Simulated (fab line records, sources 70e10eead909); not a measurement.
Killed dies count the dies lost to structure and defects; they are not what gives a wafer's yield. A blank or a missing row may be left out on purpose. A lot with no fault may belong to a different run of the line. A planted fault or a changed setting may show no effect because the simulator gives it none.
The tool behind it: which one?	flow nand_harc	18 wafers from 6 lots sampled at 3 of the route's 1302 steps

## WHAT THE GAUGES SHOWED, per wafer
NHARC_A_ONON_D2_THK_MEAS_14: measures by ellipsometry.
lot	measured	on	thk_nm (nm)
L439	day 12 21:11	film_metro-02	989 989 990
L440	day 14 05:17	film_metro-02	1014 1014 1014
L445	day 15 17:13	film_metro-02	461 463 464
L450	day 18 07:34	film_metro-02	1006 1005 1005
L456	day 20 03:10	film_metro-02	983 983 982
L459	day 21 16:00	film_metro-01	987 991 988

## TOOL THAT RAN EACH LOT (tool first, then ch and the chambers of the sampled wafers, then the start)
lot	NHARC_A_CHANNEL_FILL_D1_ALD_25	NHARC_A_ONON_D2_DEP_12
L439	ald_hk-03 ch 0,3, day 10 20:47	pecvd_onon-03 ch 0, day 12 20:46
L440	ald_hk-01 ch 0,2, day 12 06:17	pecvd_onon-01 ch 0, day 14 04:49
L445	ald_hk-03 ch 0,2,3, day 13 14:25	pecvd_onon-01 ch 0, day 15 16:46
L450	ald_hk-03 ch 0,3, day 16 06:43	pecvd_onon-04 ch 0, day 18 07:10
L456	ald_hk-03 ch 0,1,3, day 18 02:44	pecvd_onon-03 ch 0, day 20 02:40
L459	ald_hk-03 ch 0,1,2, day 19 11:35	pecvd_onon-01 ch 0, day 21 15:33
- NHARC_A_CHANNEL_FILL_D1_ALD_25: deposits SiOx, target thk 60 nm, pulse time 10 s, ald cycles 600.
- NHARC_A_ONON_D2_DEP_12: target thk 1000 nm.

## THE ANSWER, worked out from the rows above alone
Rule: what is usual is taken from the lots themselves. Put in order of their means at a reading, lots are off if they are a third of the lots or fewer, leave a main group of 4 or more, and stand apart from it by a gap of 3 or more times the standard deviation of the main group's means; of several such gaps the widest counts. The tables above print the reading to a certain number of digits; a main group whose means all agree to those digits is not used. A lot without any number at a reading at which 4 lots or more have one is off too. Any other lot the step has rows for is counted as sound.
Off: L445, at NHARC_A_ONON_D2_THK_MEAS_14 (thk_nm). For the main group the mean is 996 nm and the standard deviation 12.
A tool fits if, at a process step before that reading, it ran every lot that is off, and no sound lot after the first of them. Gauges at NHARC_A_ONON_D2_THK_MEAS_14: tried the same way as those tools. None of those tried fits.

## WHAT THE SIMULATOR PUT IN
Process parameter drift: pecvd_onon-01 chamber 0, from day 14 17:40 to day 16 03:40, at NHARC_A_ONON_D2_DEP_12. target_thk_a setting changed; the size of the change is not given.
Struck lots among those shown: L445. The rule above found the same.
